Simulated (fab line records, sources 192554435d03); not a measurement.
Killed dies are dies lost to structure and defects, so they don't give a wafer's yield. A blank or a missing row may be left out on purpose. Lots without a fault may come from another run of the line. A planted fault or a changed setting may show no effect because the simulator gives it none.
Chamber matching | flow n5_finfet | N5_FIN_SAQP_HM_OPEN_33 on rie_diel-03: 4 sister chambers
The step chemistry CH3F/O2, target SiNx, target depth 49.4 nm, time 70.6 s. 8 wafers are shown with their chamber, then 12 later ones without.

WAFERS WITH THEIR CHAMBER
wafer  | chamber | showerhead_plenum_p_Torr (Torr) | throttle_valve_pct (%)
L078.2 | 3       | 2.12                            | 16.55
L082.5 | 2       | 1.85                            | 16.51
L083.4 | 1       | 2.06                            | 16.86
L084.1 | 2       | 1.85                            | 16.54
L084.3 | 1       | 2.06                            | 16.84
L090.1 | 0       | 1.98                            | 16.27
L090.2 | 3       | 2.11                            | 16.55
L090.5 | 0       | 1.98                            | 16.27

WAFERS WITHOUT THEIR CHAMBER
wafer  | showerhead_plenum_p_Torr (Torr) | throttle_valve_pct (%)
L092.1 | 1.98                            | 16.26
L092.3 | 1.84                            | 16.57
L092.4 | 2.11                            | 16.57
L094.1 | 1.98                            | 16.29
L094.2 | 1.84                            | 16.58
L094.6 | 1.84                            | 16.57
L095.2 | 2.11                            | 16.58
L095.3 | 1.98                            | 16.28
L095.5 | 2.11                            | 16.60
L096.1 | 2.11                            | 16.60
L096.2 | 2.05                            | 16.46
L096.4 | 2.11                            | 16.60

WHICH CHAMBER EACH WENT THROUGH
wafer  | from the rows above | in truth
L092.1 | 0                   | 0
L092.3 | 2                   | 2
L092.4 | 3                   | 3
L094.1 | 0                   | 0
L094.2 | 2                   | 2
L094.6 | 2                   | 2
L095.2 | 3                   | 3
L095.3 | 0                   | 0
L095.5 | 3                   | 3
L096.1 | 3                   | 3
L096.2 | 3                   | 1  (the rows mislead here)
L096.4 | 3                   | 3
Placed correctly: 11 of 12. Can't be placed from these rows: 0. Placed wrongly: 1.
How it was worked out, from the rows above alone: a wafer's distance from a chamber is the root of the sum, over the readings, of the square of ((its reading less the chamber's mean) divided by the reading's scatter). The wafer belongs to the nearest chamber; if the next one is less than 2 further off, it can't be placed. A chamber's mean is the mean of its shown wafers. The scatter: the root of (the sum of the squares of (reading less its chamber's mean) over the shown wafers, divided by (wafers less chambers)).
